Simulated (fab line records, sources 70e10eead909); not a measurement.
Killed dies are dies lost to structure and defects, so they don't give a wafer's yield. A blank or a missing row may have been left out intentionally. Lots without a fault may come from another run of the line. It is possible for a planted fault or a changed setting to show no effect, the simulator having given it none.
A struck lot beside a sound one ; flow nand harc ; 14 steps out of a route of 1302
Sound: the wafers L317.1, L317.3, L317.4. The struck wafers were L324.4, L324.5, L324.6. The cause comes at the end.
For every step that has rows: the tool of each side, followed by ch and its chambers, followed by its first start. Under that, the readings that differ: sound wafers ; struck wafers ; difference of the means ; sigmas: that difference in standard deviations of wafers without a fault.
alike: words and numbers the same on both sides, and readings whose means are apart by under 2 such deviations; not compared: readings that were withheld, readings missing a value for some wafer, numbers with overlapping values and no deviation given by the record, and bounds like >300 which may hide the same value.
A row with sigmas, a row that says differs or no value, or rows on one side alone: a step with any of these is where the two part. Non-overlapping numbers with no deviation appear without sigmas and do not part them. A reading that every wafer of one side lacks parts them only if that side has two wafers or more.

first, 5 steps without rows for these wafers: NHARC_P_M2_SOFTBAKE_04 (time 55 s); NHARC_P_M2_EBR_05; NHARC_P_M2_EXPOSE_06 (exposes mask P M2, target cd 170 nm); NHARC_P_M2_PEB_07 (peb time 65 s); NHARC_P_M2_DEVELOP_08 (develop time 35 s).
NHARC_P_M2_CD_MEAS_09 targets a cd of 170 nm.
  sound on cd sem-03 ch 0, day 10 12:41; struck on cd sem-01 ch 0, day 13 09:17
  alike: cd nm
NHARC_P_M2_OVL_MEAS_10: pitch 340 nm.
  sound: overlay-02 at day 10 12:46; struck: overlay-02 at day 13 09:22
  alike: overlay x nm, overlay y nm
NHARC_P_M2_INSPECT_11:
  sound: defect inspect-01 at day 10 12:48; struck: defect inspect-01 at day 13 09:24
  alike: raw defect count
NHARC_P_M2_DESCUM_14: chemistry O2, time 3 s.
  sound on rie diel-04 ch 0,1,3, day 10 12:52; struck on rie diel-13 ch 2,3, day 13 09:28
  alike: drypump motor current A, o2 flow sccm, oes product au, rf vpp V, showerhead plenum p Torr, throttle valve pct
  not compared: rf hours counter h
NHARC_P_M2_ETCH_35: etches the open film in N2/H2, target depth 40 nm, overetch 12 nm, time 43.94 s.
  sound on rie diel-04 ch 0,1,3, day 10 12:57; struck on rie diel-13 ch 1,2, day 13 09:33
  alike: bias w, drypump motor current A, oes product au, rf vpp V, showerhead plenum p Torr, throttle valve pct
  not compared: rf hours counter h
NHARC_P_M2_ETCH_15: etches the open film in C4F8/Ar, target depth 182.5 nm, time 91.2 s.
  sound on rie diel-04 ch 0,2,3; struck on rie diel-13 ch 2,3
  alike: bias w, oes product au, rf vpp V
  not compared: rf hours counter h
NHARC_P_M2_CD_MEAS_16:
  sound: cd sem-02 at day 10 13:10; struck: cd sem-02 at day 13 09:46
  alike: cd nm
NHARC_P_M2_STRIP_18: strips in N2/H2.
  sound on rie diel-09 ch 0,2,3, day 10 13:14; struck on rie diel-09 ch 0,1, day 13 09:50
  no value came back on the struck wafers for any of 8 readings (bias w (W), chamber pressure mTorr (mTorr) and others); on the sound wafers bias w (W) reads 0 0 0
NHARC_P_M2_ETCH_28: etches the open film in CF4/N2, target depth 30 nm, time 72.99 s.
  sound on rie diel-09 ch 0,1,2; struck on rie diel-09 ch 0,2,3, day 13 10:06
  alike: bias w, drypump motor current A, oes product au, rf vpp V, showerhead plenum p Torr, throttle valve pct
  not compared: rf hours counter h

## WHERE THEY PART
At NHARC_P_M2_STRIP_18 and nowhere else, as far as this record goes. Later steps at which nothing parts them and some readings are alike: NHARC_P_M2_ETCH_28.

WHY: what had been put in by the simulator
Skipped step whole: rie diel-09, from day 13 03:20 on, at NHARC_P_M2_STRIP_18. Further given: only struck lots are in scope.
